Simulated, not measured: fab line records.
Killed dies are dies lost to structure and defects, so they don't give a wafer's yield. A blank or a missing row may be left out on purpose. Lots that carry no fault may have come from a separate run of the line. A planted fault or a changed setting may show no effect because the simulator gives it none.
fab line records | flow n5-finfet
record lots=4 | wafers=12 | last-day=16
route steps=1938 shown BEOL_M2@841 BEOL_M4@1111 PASSIVATION@1936
lots with no fault: from the same line, run without faults
start-h: the number of hours between the record's first day and the start of the first shown wafer of the lot | wait-h: how many hours have passed since the lot's step before this one | " repeats the value in the row above | L1.1+2: a row that stands for several wafers | - value missing, or start not given | * or withheld: withheld | < > ~ a bound
route shown NAME@n: a module of which the file shows steps, and the number in the route of the first | usual: mean and standard deviation over wafers with no fault | same: alike in all rows | chamber/n: place in a boat | sites: the reading at each site | _std_site: the standard deviation of these | _edge_site: the outer-site mean with the inner-site mean subtracted | radius-mm: for every site, how far away it sits from the centre of the wafer | mask NAME#n: copy n | behind: the last tool/chamber to shape the wafer | hold: the reason the lot was held/the length of the hold in hours/how it ended | device: names the non-switching transistor (n, p or np) | end of line: the route-end tests of the same wafers | a step with no rows: only its recipe | killed: the dies lost at the first sort to structure and to defects; this is not the yield of the wafer | map: the dies of a wafer, with x for killed, . for not killed, _ for no die there
set.NAME: setting as actually run; set.NAME@STEP: the setting as run at that earlier step | model.NAME: the simulator's own value behind a step, which no gauge read
certain route steps with their lots: each step a table, each wafer a row
services: the hour from which a tool's chamber was out of use, counted from the record's first day as start-h (under 0 if before that day), plus the number of hours and why
## steps
# step N5_BEOL_M2_ILD_DEP_00
# recipe material=SiOC | target-thk-a=790 | temp-c=350 | precursor=DEMS/O2 | pressure-torr=5 | rf-w=500 | time-s=15.3
# step N5_BEOL_M2_PECVD_72
# recipe material=SiO2 | target-thk-a=160 | temp-c=400 | precursor=TEOS/O2 | pressure-torr=5.5 | rf-w=450 | teos-flow-sccm=53.8 | gas=O2 | flow-sccm=3000 | time-s=18
# step N5_BEOL_M2_HM_DEP_02
# recipe material=TiN | target-thk-a=200 | temp-c=25 | chamber-pressure-pa=0.49996
# step N5_BEOL_M2_COAT_61
# recipe resist=SOC | temp-c=250 | time-s=60 | spin-rpm=1500 | resist-thk-nm=60
# step N5_BEOL_M2_COAT_62
# recipe resist=SiARC | temp-c=220 | time-s=60 | spin-rpm=1500 | resist-thk-nm=12
# step N5_BEOL_M2_COAT_73
# recipe resist=underlayer | temp-c=205 | time-s=60 | spin-rpm=1500 | resist-thk-nm=5
# step N5_BEOL_M2_COAT_05
# recipe resist=CAR-EUV | spin-rpm=1500 | resist-thk-nm=30
# step N5_BEOL_M2_EBR_07
# recipe solvent=PGMEA | ebr-width-mm=1.5
# step N5_BEOL_M2_SOFTBAKE_06
# recipe temp-c=110 | time-s=60 | resist=CAR-EUV
# step N5_BEOL_M2_EXPOSE_08
# recipe mask-id=M2 | na=0.33 | source-shape=dipole | sigma-inner=0.369 | sigma-outer=0.767 | polarization=unpolarized | dose-mj=41.25
# usual exposure-dose-mJ-cm2=41.22/0.043
# same sigma-outer=0.767
lot.wafer | tool           | chamber | start-h | wait-h | mask | exposure-dose-mJ-cm2
L996.1    | euv-scanner-01 | 0       | 144.27  | -      | M2#0 | 41.27
L996.2    | "              | 0       | "       | "      | M2#0 | 41.23
L996.5    | "              | 0       | "       | "      | M2#0 | 41.22
L105.1    | euv-scanner-01 | 0       | 192.88  | -      | M2#0 | 43.04
L105.2    | "              | 0       | "       | "      | M2#0 | 43.04
L105.3    | "              | 0       | "       | "      | M2#0 | 42.95
L106.1    | euv-scanner-01 | 0       | 216.86  | -      | M2#0 | 42.64
L106.2    | "              | 0       | "       | "      | M2#0 | 42.62
L106.3    | "              | 0       | "       | "      | M2#0 | 42.62
L112.1    | euv-scanner-02 | 0       | 237.51  | -      | M2#0 | 41.22
L112.4    | "              | 0       | "       | "      | M2#0 | 41.23
L112.5    | "              | 0       | "       | "      | M2#0 | 41.17
# step N5_BEOL_M2_PEB_09
# recipe peb-temp-c=100 | peb-time-s=60 | resist=CAR-EUV
# step N5_BEOL_M2_DEVELOP_10
# recipe develop-time-s=30 | developer=TMAH | resist=CAR-EUV | rinse-liquid=surfactant-rinse | dry=air-spin | dev-temp-c=23
# step N5_BEOL_M2_CD_MEAS_11
# recipe target-cd-nm=16.79 | landing-energy-ev=500 | detector=se-inlens | polarity=opening
# usual cd-nm=16.82/0.22
lot.wafer | tool      | chamber | start-h | wait-h | cd-nm
L996.1    | cd-sem-02 | 0       | 144.40  | -      | 16.94
L996.2    | "         | 0       | "       | "      | 16.77
L996.5    | "         | 0       | "       | "      | 16.90
L105.1    | cd-sem-01 | 0       | 193.02  | -      | 17.40
L105.2    | "         | 0       | "       | "      | 17.58
L105.3    | "         | 0       | "       | "      | 17.77
L106.1    | cd-sem-01 | 0       | 216.99  | -      | 17.61
L106.2    | "         | 0       | "       | "      | 16.93
L106.3    | "         | 0       | "       | "      | 17.47
L112.1    | cd-sem-01 | 0       | 237.64  | -      | 16.89
L112.4    | "         | 0       | "       | "      | 16.40
L112.5    | "         | 0       | "       | "      | 16.92
# step N5_BEOL_M2_DESCUM_16
# recipe chemistry=O2 | time-s=7 | source-power-w=50 | bias-power-w=20 | pressure-mtorr=20 | rf-frequency-hz=2.712e+07 | temp-c=40 | resist=CAR-EUV | o2-flow-sccm=225
# step N5_BEOL_M2_ETCH_74
# recipe chemistry=N2/H2 | target=underlayer | target-depth-a=65 | mask-material=CAR-EUV | time-s=5.2 | ion-energy-ev=200 | pressure-mtorr=30 | source-w=840 | bias-w=150 | n2-flow-sccm=200 | h2-flow-sccm=200 | ends=cleared
# usual drypump-motor-current-A=5.6/0.48 | etch-rf-on-time-s=5.21/0.083 | oes-product-au=0.64/0.067 | rf-vpp-V=523.6/2.6 | showerhead-plenum-p-Torr=2.53/0.089 | throttle-valve-pct=18.00/0.2
lot.wafer | tool        | chamber | start-h | wait-h | drypump-motor-current-A | etch-rf-on-time-s | oes-product-au | rf-hours-counter-h | rf-vpp-V | showerhead-plenum-p-Torr | throttle-valve-pct | model.BEOL_M2.cd-offset-nm
L996.1    | rie-diel-01 | 3       | 144.56  | 0.0    | 5.8                     | 5.23              | 0.65           | 160                | 526.7    | 2.65                     | 17.98              | 0
L996.2    | "           | 2       | "       | "      | 5.1                     | 5.31              | 0.63           | 163                | 525.3    | 2.54                     | 18.00              | -0.2
L996.5    | "           | 2       | "       | "      | 5.1                     | 5.28              | 0.63           | -                  | 523.8    | 2.54                     | 17.97              | -0.2
L105.1    | rie-diel-05 | 1       | 193.17  | 0.0    | 5.3                     | 5.33              | 0.71           | 71                 | 522.1    | 2.47                     | 17.79              | 1
L105.2    | "           | 3       | "       | "      | 5.9                     | 5.29              | 0.61           | 184                | 519.0    | 2.43                     | 17.93              | 1
L105.3    | "           | 0       | "       | "      | 5.6                     | 5.35              | 0.58           | 229                | 522.1    | 2.51                     | 18.08              | 1
L106.1    | rie-diel-05 | 2       | 217.41  | 0.0    | 5.1                     | 5.24              | 0.60           | 193                | 521.7    | 2.42                     | 17.60              | 0.4
L106.2    | "           | 0       | "       | "      | 5.6                     | 5.25              | 0.59           | 238                | 522.1    | 2.51                     | 18.11              | 0.6
L106.3    | "           | 1       | "       | "      | 5.2                     | 5.21              | 0.71           | 80                 | 521.7    | 2.47                     | 17.83              | 0.6
L112.1    | rie-diel-05 | 2       | 237.80  | 0.0    | 5.1                     | 5.34              | 0.59           | 200                | 520.4    | 2.42                     | 17.63              | 0.2
L112.4    | "           | 0       | "       | "      | 5.7                     | 5.40              | 0.57           | 245                | 522.1    | 2.50                     | 18.11              | 0
L112.5    | "           | 3       | "       | "      | 5.9                     | 5.21              | 0.60           | -                  | 520.5    | 2.42                     | 17.96              | 0.2
# step N5_BEOL_M2_ETCH_63
# recipe chemistry=CF4 | target=SiARC | target-depth-a=156 | mask-material=CAR-EUV | time-s=26 | ion-energy-ev=80 | pressure-mtorr=40 | source-w=545 | bias-w=36 | Ar_flow_sccm=100 | cf4-flow-sccm=100 | ends=cleared
# step N5_BEOL_M2_ETCH_64
# recipe chemistry=N2/H2 | target=SOC | target-depth-a=750 | overetch-a=225 | mask-material=SiARC | temp-c=40 | time-s=121.9 | ion-energy-ev=200 | pressure-mtorr=30 | source-w=840 | bias-w=150 | n2-flow-sccm=200 | h2-flow-sccm=200
# step N5_BEOL_M2_STRIP_65
# recipe chemistry=N2/H2 | temp-c=40 | n2-flow-sccm=200 | h2-flow-sccm=200 | rf-frequency-hz=6e+07
# step N5_BEOL_M2_STRIP_75
# recipe chemistry=N2/H2 | temp-c=40 | n2-flow-sccm=200 | h2-flow-sccm=200 | rf-frequency-hz=6e+07
# step N5_BEOL_M2_STRIP_66
# recipe chemistry=CF4 | resist=SiARC | power-w=300 | bias-power-w=75 | pressure-mtorr=50 | cf4-flow-sccm=150 | rf-frequency-hz=6e+07
# step N5_BEOL_M2_HM_OPEN_17
# recipe chemistry=Cl2/BCl3 | target-depth-a=200 | overetch-a=60 | target=TiN | mask-material=SOC | ion-energy-ev=150 | pressure-mtorr=10 | icp-w=1000 | bias-w=126 | Cl2_flow_sccm=53.25 | bcl3-flow-sccm=21.75 | Ar_flow_sccm=25
# usual bcl3-flow-sccm=21.75/0.059 | drypump-motor-current-A=5.5/0.46 | oes-product-au=0.64/0.088 | throttle-valve-pct=22.14/0.22
lot.wafer | tool         | chamber | start-h | wait-h | bcl3-flow-sccm | drypump-motor-current-A | oes-product-au | rf-hours-counter-h | throttle-valve-pct | model.BEOL_M2.cd-offset-nm
L996.1    | rie-metal-02 | 0       | 144.78  | 0.0    | 21.75          | 5.4                     | 0.56           | 101                | 22.44              | 0
L996.2    | "            | 0       | "       | "      | 21.84          | 5.3                     | 0.56           | -                  | 22.44              | -0.4
L996.5    | "            | 0       | "       | "      | 21.88          | 5.3                     | 0.55           | -                  | 22.44              | -0.4
L105.1    | rie-metal-02 | 1       | 193.57  | 0.2    | 21.78          | 5.6                     | 0.77           | 5                  | 22.06              | 1
L105.2    | "            | 1       | "       | "      | 21.74          | 5.6                     | 0.77           | -                  | 22.03              | 1
L105.3    | "            | 1       | "       | "      | 21.65          | 5.6                     | 0.78           | -                  | 22.05              | 1
L106.1    | rie-metal-01 | 1       | 217.63  | 0.0    | 21.74          | 6.3                     | 0.57           | 95                 | 21.86              | 0.6
L106.2    | "            | 0       | "       | "      | 21.75          | 5.7                     | 0.66           | 44                 | 22.15              | 0.4
L106.3    | "            | 0       | "       | "      | 21.75          | 5.7                     | 0.66           | -                  | 22.15              | 0.6
L112.1    | rie-metal-03 | 1       | 238.02  | 0.0    | 21.88          | 4.9                     | 0.57           | 88                 | 22.36              | 0.2
L112.4    | "            | 1       | "       | "      | 21.82          | 4.9                     | 0.57           | -                  | 22.35              | -0.2
L112.5    | "            | 0       | "       | "      | 21.67          | 4.9                     | 0.72           | -                  | 21.85              | 0
# step N5_BEOL_M2_STRIP_19
# recipe chemistry=O2 | power-w=400 | temp-c=40 | pressure-mtorr=30 | rf-frequency-hz=6e+07 | bias-power-w=0 | overash-fraction=0.2 | o2-flow-sccm=225
# step N5_BEOL_M2_COAT_67
# recipe resist=SOC | temp-c=250 | time-s=60 | spin-rpm=1500 | resist-thk-nm=60
# step N5_BEOL_M2_COAT_68
# recipe resist=SiARC | temp-c=220 | time-s=60 | spin-rpm=1500 | resist-thk-nm=12
# step N5_BEOL_M2_COAT_76
# recipe resist=underlayer | temp-c=205 | time-s=60 | spin-rpm=1500 | resist-thk-nm=5
# step N5_BEOL_M2_COAT_22
# recipe resist=CAR-EUV | spin-rpm=1500 | resist-thk-nm=30
# step N5_BEOL_M2_EBR_24
# recipe solvent=PGMEA | ebr-width-mm=1.5
# step N5_BEOL_M2_SOFTBAKE_23
# recipe temp-c=110 | time-s=60 | resist=CAR-EUV
# step N5_BEOL_M2_EXPOSE_25
# recipe mask-id=V1 | na=0.33 | source-shape=quasar | sigma-inner=0.2 | sigma-outer=0.8 | polarization=unpolarized | defocus-nm=5 | dose-mj=63
# step N5_BEOL_M2_PEB_26
# recipe peb-temp-c=100 | peb-time-s=60 | resist=CAR-EUV
# step N5_BEOL_M2_DEVELOP_27
# recipe develop-time-s=30 | developer=TMAH | resist=CAR-EUV | rinse-liquid=surfactant-rinse | dry=air-spin | dev-temp-c=23
# step N5_BEOL_M2_DESCUM_33
# recipe chemistry=O2 | time-s=7 | source-power-w=50 | bias-power-w=20 | pressure-mtorr=20 | rf-frequency-hz=2.712e+07 | temp-c=40 | resist=CAR-EUV | o2-flow-sccm=225
# step N5_BEOL_M2_ETCH_77
# recipe chemistry=N2/H2 | target=underlayer | target-depth-a=65 | mask-material=CAR-EUV | time-s=5.2 | ion-energy-ev=200 | pressure-mtorr=30 | source-w=840 | bias-w=150 | n2-flow-sccm=200 | h2-flow-sccm=200 | ends=cleared
# step N5_BEOL_M4_RC_MEAS_101
# usual DIBL_N=35.8/1.4 | DIBL_P=35.8/1.6 | IOFF_N=0.152/0.021 | IOFF_P=0.204/0.027 | ION_N=672/8.7 | ION_P=461/6.2 | SS_N=71.5/0.54 | SS_P=73.1/0.57 | VT_N=250.0/2.5 | VT_P=-250.6/2.7
lot.wafer | tool      | chamber | start-h | wait-h | DIBL_N[mV/V] | DIBL_P[mV/V] | IOFF_N[nA/um] | IOFF_P[nA/um] | ION_N[uA/um] | ION_P[uA/um] | SS_N[mV/dec] | SS_P[mV/dec] | VT_N[mV] | VT_P[mV]
L996.1    | prober-01 | 0       | 192.13  | 0.0    | 34.2         | 35.6         | 0.135         | 0.169         | 677          | 459          | 71.9         | 72.5         | 252.0    | -255.8
L996.2    | "         | 0       | "       | "      | 35.6         | 37.6         | 0.158         | 0.192         | 685          | 463          | 72.7         | 73.5         | 250.6    | -253.6
L996.5    | "         | 0       | "       | "      | 33.8         | 35.6         | 0.136         | 0.170         | 679          | 455          | 72.4         | 72.4         | 251.7    | -253.4
L105.1    | prober-01 | 0       | 236.14  | 0.0    | 35.7         | 37.1         | 0.158         | 0.219         | 683          | 464          | 71.6         | 73.6         | 249.6    | -247.2
L105.2    | "         | 0       | "       | "      | 33.5         | 33.6         | 0.126         | 0.172         | 668          | 455          | 71.2         | 73.2         | 252.8    | -251.3
L105.3    | "         | 0       | "       | "      | 35.1         | 36.5         | 0.147         | 0.210         | 675          | 463          | 71.4         | 73.7         | 251.1    | -248.5
L106.1    | prober-01 | 0       | 263.36  | 0.0    | 36.9         | 37.4         | 0.179         | 0.229         | 680          | 466          | 72.2         | 73.9         | 247.5    | -250.6
L106.2    | "         | 0       | "       | "      | 33.6         | 34.1         | 0.126         | 0.169         | 673          | 457          | 70.8         | 73.0         | 252.3    | -252.8
L106.3    | "         | 0       | "       | "      | 33.3         | 33.4         | 0.117         | 0.160         | 663          | 458          | 71.1         | 72.8         | 254.1    | -251.2
L112.1    | prober-02 | 0       | 274.56  | 0.0    | 38.4         | 36.9         | 0.168         | 0.237         | 684          | 466          | 71.4         | 72.9         | 249.6    | -248.1
L112.4    | "         | 0       | "       | "      | 37.3         | 35.2         | 0.147         | 0.211         | 664          | 460          | 71.5         | 73.4         | 252.0    | -250.0
L112.5    | "         | 0       | "       | "      | 36.9         | 33.7         | 0.133         | 0.186         | 669          | 460          | 71.5         | 72.9         | 252.3    | -251.4
# step N5_PASSIVATION_PROBE_49
# usual defect-limited-yield=91.6/1.4 | killed_at_M0_to_M3=33/9.7 | killed_at_M4_up=13/5.4 | killed-at-contacts=13/6.6 | killed-at-front-end=36/11 | killed-at-other=3.9/3 | killed-dies=99/16 | killed-on-rim=13/3.8 | killed-open=66/12 | killed-short=32/7.9 | sort_bin_5_function=4.9/0.9 | sort_bin_6_memory=3.2/0.67 | sort-n-pass=1081/16 | sort-yield-pct=91.6/1.4
# same gross-dies=1180 | killed-at-back-side=0 | sort_bin_4_leakage[%]=0 | sort_bin_8_speed[%]=0
lot.wafer | tool      | chamber | start-h | wait-h | defect-limited-yield[%] | killed_at_M0_to_M3 | killed_at_M4_up | killed-at-contacts | killed-at-front-end | killed-at-other | killed-dies | killed-on-rim | killed-open | killed-short | sort_bin_5_function[%] | sort_bin_6_memory[%] | sort-n-pass | sort-yield-pct[%]
L105.1    | prober-01 | -       | 340.55  | 0.0    | 74.1                    | 220                | 17              | 14                 | 49                  | 6               | 306         | 40            | 89          | 40           | 14.9                   | 9.3                  | 874         | 74.1
L105.2    | prober-01 | -       | 340.60  | 0.1    | 78.1                    | 196                | 8               | 17                 | 35                  | 3               | 259         | 35            | 49          | 34           | 11.8                   | 8.5                  | 921         | 78.1
L105.3    | prober-01 | -       | 340.65  | 0.1    | 76.3                    | 211                | 13              | 12                 | 40                  | 4               | 280         | 29            | 68          | 35           | 13.6                   | 9.2                  | 900         | 76.3
L106.1    | prober-02 | -       | 370.30  | 0.0    | 87.6                    | 95                 | 13              | 19                 | 16                  | 3               | 146         | 15            | 55          | 29           | 5.8                    | 5.4                  | 1034        | 87.6
L106.2    | prober-02 | -       | 370.35  | 0.1    | 86.3                    | 98                 | 23              | 9                  | 19                  | 13              | 162         | 27            | 69          | 27           | 8.4                    | 4.5                  | 1018        | 86.3
L106.3    | prober-02 | -       | 370.40  | 0.1    | 85.9                    | 102                | 20              | 21                 | 22                  | 1               | 166         | 26            | 71          | 26           | 8.9                    | 4.6                  | 1014        | 85.9
# killed by level:class
L105.1 BEOL_M2:area-expose=177 FIN_SAQP:geometric-particle:open=16 MOL_CONTACT_COAG:geometric-particle:open=12 FIN_SAQP:geometric-particle:short=11 BEOL_M4:geometric-particle:open=10 BEOL_M1:geometric-particle:open=9 BEOL_M2:geometric-particle:open=9 BEOL_M0_SAQP:geometric-particle:short=8
L105.2 BEOL_M2:area-expose=176 MOL_CONTACT_COAG:geometric-particle:open=10 MOL_CONTACT_COAG:geometric-particle:short=7 BEOL_M3:geometric-particle:open=7 FIN_SAQP:geometric-particle:short=6 STI_FIN_REVEAL:geometric-particle:open=6 DUMMY_GATE:geometric-particle:open=5 BEOL_M0_SAQP:geometric-particle:open=5
L105.3 BEOL_M2:area-expose=173 BEOL_M2:geometric-particle:open=12 FIN_SAQP:geometric-particle:short=11 BEOL_M1:geometric-particle:open=11 BEOL_M4:geometric-particle:open=9 MOL_CONTACT_COAG:geometric-particle:open=6 FIN_SAQP:geometric-particle:open=6 DUMMY_GATE:geometric-particle:open=6
L106.1 BEOL_M2:area-expose=58 BEOL_M0_SAQP:geometric-particle:open=16 MOL_CONTACT_COAG:geometric-particle:open=14 BEOL_M0_SAQP:geometric-particle:short=11 STI_FIN_REVEAL:geometric-particle:open=7 MOL_CONTACT_COAG:geometric-particle:short=5 BEOL_M4:geometric-particle:open=4 BEOL_M6:geometric-particle:open=3
L106.2 BEOL_M2:area-expose=62 BEOL_M3:geometric-particle:open=13 MOL_CONTACT_COAG:geometric-particle:open=9 BEOL_M0_SAQP:geometric-particle:short=9 BEOL_M4:geometric-particle:open=6 BEOL_M0_SAQP:geometric-particle:open=5 BEOL_M2:geometric-particle:open=5 BEOL_M8:geometric-particle:open=5
L106.3 BEOL_M2:area-expose=65 MOL_CONTACT_COAG:geometric-particle:open=15 BEOL_M3:geometric-particle:open=10 BEOL_M4:geometric-particle:open=8 BEOL_M0_SAQP:geometric-particle:short=7 BEOL_M2:geometric-particle:open=7 STI_FIN_REVEAL:geometric-particle:open=6 MOL_CONTACT_COAG:geometric-particle:short=6
# map L105.1 (x killed, . not)
_________________.xxxxx....xx________________
______________...xx...x..x.....x_____________
___________.....x....xx..x.....x...__________
__________........x....xx..x.x......_________
________x.xxx..x.xx.x.xx.x.........xx._______
_______x...x.......x.....x.x.x.........______
______.x....x.....x..xx..x...x.x...x.x.._____
_____..x......xx....x.x....x..xx.x.xx....____
____....x...........x....x.........x..xxx.___
___.........xx.............xx..x..x..xxx...__
___...xxx.........x............xx.......x.x__
__.......x.x......xxx.xx.....x.........x...x_
__..xx..x.x..x.....xx....................x.._
_xx.......x....x...x....x.........x.x......x.
_....xx.x.x.....x.x.x...x...xx........xx.x...
_.....x..xx.x....xx.x.....xx.x....x.xx....x..
_............x..xx...x......x.xx...x....x....
_x.....x.x....x..x.x..x.x.......x...xx.......
_.x...........xxx.x...x....xx..x.......xxxx..
_xx..x.x.x.....x......x.x......x.......x..x..
_..x..x..x.....x.......x.x...x......xx...x...
__...x.....x...xxx..xxx..........x....x.xx.._
__...x......x.xx.xxxx.x....................._
___x......x.........x..x....x..xx....x..x.x__
___.......xx.x.....xxxxx...x.x.xx.xxx.x....__
____.x...x...x...x.xx.............xx..x..x___
_____....xxxx.........x.x...x...x...x....____
______xx....x...xx.xx.....xxx..x..xx...._____
_______..x.........x.x...x.x....xx.....______
________xx.....x..xx..x...x.x........._______
__________x.....................xxx._________
___________.....x......x....x.x...x__________
______________.....x..x.x..x...._____________
_________________xx.x..x....x________________
# map L106.3 (x killed, . not)
_________________...x........________________
______________...............x.._____________
___________.x.x...x.......x...x....__________
__________..x.....x................._________
________.................x..x........._______
_______..x...x.........x........x......______
______x.......x................xxxx....x_____
_____..x................x......x......xx.____
____.x..x...x.......x.........x....xx.....___
___..xx...........x...x..xx....x...........__
___.x...x.....................x............__
__x............x.....x..x........x.........._
__.......x.....x.x........x.x.........x....._
_.........x.......x.........x...x.x...x......
_x....x.......x............x...........x..x..
_.x................x..x..x........x.....x.x..
_..x...x................x.x..x...............
_x......x...x...xx.....x.x.....x..x..........
_..x....xx.............x.....x......x......x.
_...............x.....................x......
_.x.......x..........x...................x...
__.....x....x....xx....x.x.....x...xxx......_
__x...x......................x..........x..x_
___x......x..x...........x.....x..........x__
___.x.................x...........xx.x.....__
____xxx...x.xx....x.xx...x................___
_____...x.x.....xx..x.x............x.x...____
______.xx.............xx........x......._____
_______...........x....xx..............______
________........x..............x......_______
__________..x..................x...._________
___________...x.......x.......x....__________
______________x.........x...x..x_____________
_________________....x..x....________________
## services
tool           | chamber | start-h | hours | kind
euv-scanner-01 | -       | 122.05  | 1.0   | pm
euv-scanner-02 | -       | 126.20  | 1.0   | pm
rie-metal-02   | 1       | 131.92  | -     | clean
rie-metal-02   | 1       | 131.92  | 17.1  | scheduled-down
rie-metal-02   | 1       | 131.92  | 17.1  | vent-cycle
euv-scanner-01 | -       | 144.78  | 4.6   | pm
euv-scanner-02 | -       | 162.57  | 1.8   | repair
euv-scanner-02 | -       | 175.94  | 6.2   | pm
euv-scanner-01 | -       | 182.19  | 1.0   | pm
euv-scanner-02 | -       | 183.20  | 1.0   | pm
rie-metal-02   | 0       | 190.68  | 15.2  | repair
euv-scanner-02 | 0       | 201.38  | -     | calibration
euv-scanner-01 | 0       | 223.12  | -     | calibration
euv-scanner-01 | -       | 234.35  | 1.0   | pm
## key
first-sign step=N5_BEOL_M2_EXPOSE_08 | reading=exposure-dose-mJ-cm2 | direction=up | sigmas=37 | usual=41.22 | struck=42.82
effect step=N5_BEOL_M2_CD_MEAS_11 | reading=cd-nm | direction=up | sigmas=2.9 | usual=16.82 | struck=17.46 | through=control-loop
effect step=N5_PASSIVATION_PROBE_49 | reading=killed_at_M0_to_M3 | direction=up | sigmas=12 | usual=33 | struck=154
model-effect step=N5_BEOL_M2_ETCH_74 | value=BEOL_M2.cd-offset-nm | without=0.03333 | struck=0.7667
model-effect step=N5_BEOL_M2_HM_OPEN_17 | value=BEOL_M2.cd-offset-nm | without=0.03333 | struck=0.7667
more-kills-born-at N5_BEOL_M2_EXPOSE_08@euv-scanner-01=711
met-at N5_BEOL_M2_EXPOSE_08
struck-wafers L105.1,L105.2,L105.3,L106.1,L106.2,L106.3
loop-trim step=N5_BEOL_M2_EXPOSE_08 | setting=dose | lots=L106
onset-between 144.27 192.88
fault kind=process-parameter-drift | tool=euv-scanner-01 | chamber=- | onset-h=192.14 | steps=N5_BEOL_M2_EXPOSE_08 | channel=dose-mj | offset=1.7443 | shape=step | acts-in=these-recipes-only | stated=41.25
# loop-trim: a control loop set the setting to another value than it would have without faults
